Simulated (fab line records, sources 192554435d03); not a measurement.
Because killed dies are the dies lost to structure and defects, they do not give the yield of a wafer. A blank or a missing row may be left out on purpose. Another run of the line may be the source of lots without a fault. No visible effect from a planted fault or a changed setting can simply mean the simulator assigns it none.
Struck lot and sound lot, side by side || flow n5 finfet || 36 out of 1938 route steps
Sound: these wafers, L565.1, L565.5, L565.6. The struck wafers were L571.1, L571.3, L571.5. The cause comes at the end.
Order at every step that has rows: each side's tool, ch and its chambers, its first start. Under that, the readings that differ: sound wafers || struck wafers || difference of the means || sigmas: that difference in standard deviations of wafers without a fault.
alike: words and numbers the same on both sides, and readings whose means are apart by under 2 such deviations; not compared: readings that were withheld, readings missing a value for some wafer, numbers with overlapping values and no deviation given by the record, and bounds like >300 which may hide the same value.
Wherever a step has rows on one side only, a row that says differs or no value, or a row with sigmas, the two part there. When numbers do not overlap yet have no deviation, they are printed without sigmas and do not part them. Lack of a reading on every wafer of one side parts them only where that side has two or more wafers.

first, 9 steps without rows for these wafers: N5_BEOL_M4_ANNEAL_95 (time 240 s); N5_BEOL_M4_SPUTTER_96 (material Cu, target thk 4.5 nm, time 8.29 s); N5_BEOL_M4_ECD_50 (material Cu, target thk 300 nm); N5_BEOL_M4_ANNEAL_51 (time 90 s); N5_BEOL_M4_CMP_52 (polishes, stops on SiOC, t overpolish 6.8 s, target thk 40 nm); N5_BEOL_M4_PRE_CLEAN_60 (time 15 s); N5_BEOL_M4_CO_CAP_55 (material Co, precursor CCTBA/H2, target thk 2 nm, time 102.1 s); N5_BEOL_M4_PRE_CLEAN_56 (time 15 s); N5_BEOL_M4_DEP_57 (deposits SiCN from 3MS/NH3, target thk 8 nm, time 14 s).
N5_BEOL_M4_RC_MEAS_101:
  sound on prober-01 ch 0, day 9 10:08; struck on prober-02 ch 0, day 10 15:01
  alike: DIBL_N, DIBL_P, IOFF_N, IOFF_P, ION_N, ION_P, SS_N, SS_P, VT_N, VT_P
then, 24 steps without rows for these wafers: N5_BEOL_M5_ILD_DEP_00 (deposits SiCOH lowk from DEMS/porogen, target thk 140.64 nm, time 25.9 s); N5_BEOL_M5_CURE_79 (cures SiCOH lowk, time 240 s); N5_BEOL_M5_PECVD_70 (deposits SiO2 from TEOS/O2, target thk 16 nm, time 18 s); N5_BEOL_M5_HM_DEP_02 (deposits TiN, target thk 20 nm); N5_BEOL_M5_COAT_59 (time 60 s, resist thk 60 nm); N5_BEOL_M5_COAT_60 (time 60 s, resist thk 12 nm); N5_BEOL_M5_COAT_71 (time 60 s, resist thk 5 nm); N5_BEOL_M5_COAT_05 (resist thk 30 nm); N5_BEOL_M5_EBR_07; N5_BEOL_M5_SOFTBAKE_06 (time 60 s); N5_BEOL_M5_EXPOSE_08 (exposes mask M5, target cd 28 nm); N5_BEOL_M5_PEB_09 (peb time 60 s); N5_BEOL_M5_DEVELOP_10 (develop time 30 s); N5_BEOL_M5_DESCUM_16 (chemistry O2, time 7 s); N5_BEOL_M5_ETCH_72 (etches underlayer in N2/H2, target depth 6.5 nm, time 5.2 s); N5_BEOL_M5_ETCH_61 (etches SiARC in CF4, target depth 15.6 nm, time 26 s); N5_BEOL_M5_ETCH_62 (etches SOC in N2/H2, target depth 75 nm, overetch 15 nm, time 112.5 s); N5_BEOL_M5_STRIP_63 (strips in N2/H2); N5_BEOL_M5_STRIP_73 (strips in N2/H2); N5_BEOL_M5_STRIP_64 (strips in CF4); N5_BEOL_M5_HM_OPEN_17 (chemistry Cl2/BCl3, target TiN, target depth 20 nm, overetch 6 nm); N5_BEOL_M5_STRIP_19 (strips in O2); N5_BEOL_M5_COAT_65 (time 60 s, resist thk 60 nm); N5_BEOL_M5_COAT_66 (time 60 s, resist thk 12 nm).
N5_BEOL_M9_ETCH_66: etches SOC in N2/H2, target depth 80 nm, overetch 16 nm, time 120 s.
  sound on rie diel-02 ch 0,2,3, day 11 02:13; struck on rie diel-02 ch 0,1,2, day 12 12:15
{"reading": "model.SiARC_of_BEOL_M9_COAT_64.thk nm (nm)", "sound": "6.4 6.6 6.4", "struck": "7.4 7.2 7.2", "difference": "+0.8", "sigmas": ""}
  alike: chamber pressure mTorr, drypump motor current A, h2 flow sccm, oes product au, rf vpp V, showerhead plenum p Torr, throttle valve pct
  not compared: rf hours counter h
-- here the record skips 2 days between the struck wafers' starts before and after, leaving off in module BEOL_M9 and picking up in module PASSIVATION (first step shown: number 1936 of the route) --
N5_PASSIVATION_PROBE_49:
  sound on prober-01, day 13 19:35; struck on prober-01, day 14 20:34
{"reading": "defect limited yield (%)", "sound": "92.8 92.6 91.5", "struck": "68.2 70.3 68.0", "difference": -23.5, "sigmas": -16}
{"reading": "killed_at_M0_to_M3", "sound": "26 24 33", "struck": "322 303 308", "difference": "+283", "sigmas": "+30"}
{"reading": "killed dies", "sound": "85 87 100", "struck": "375 351 378", "difference": "+277", "sigmas": "+16"}
{"reading": "killed on rim", "sound": "10 8 16", "struck": "44 44 49", "difference": "+34", "sigmas": "+8"}
{"reading": "sort_bin_5_function (%)", "sound": "3.2 4.7 5.3", "struck": "20.9 18.4 19.3", "difference": "+15.1", "sigmas": "+15"}
{"reading": "sort_bin_6_memory (%)", "sound": "3.1 2.5 3.1", "struck": "9.1 9.9 11.1", "difference": "+7.1", "sigmas": "+10"}
{"reading": "sort n pass", "sound": "1095 1093 1080", "struck": "805 829 802", "difference": -277, "sigmas": -16}
{"reading": "sort yield pct (%)", "sound": "92.8 92.6 91.5", "struck": "68.2 70.3 68.0", "difference": -23.5, "sigmas": -16}
  alike: killed_at_M4_up, killed at contacts, killed at front end, killed at other, killed open, killed short

== WHERE THEY PART ==
Only at N5_PASSIVATION_PROBE_49, as far as this record shows.

WHY: the cause the simulator had injected
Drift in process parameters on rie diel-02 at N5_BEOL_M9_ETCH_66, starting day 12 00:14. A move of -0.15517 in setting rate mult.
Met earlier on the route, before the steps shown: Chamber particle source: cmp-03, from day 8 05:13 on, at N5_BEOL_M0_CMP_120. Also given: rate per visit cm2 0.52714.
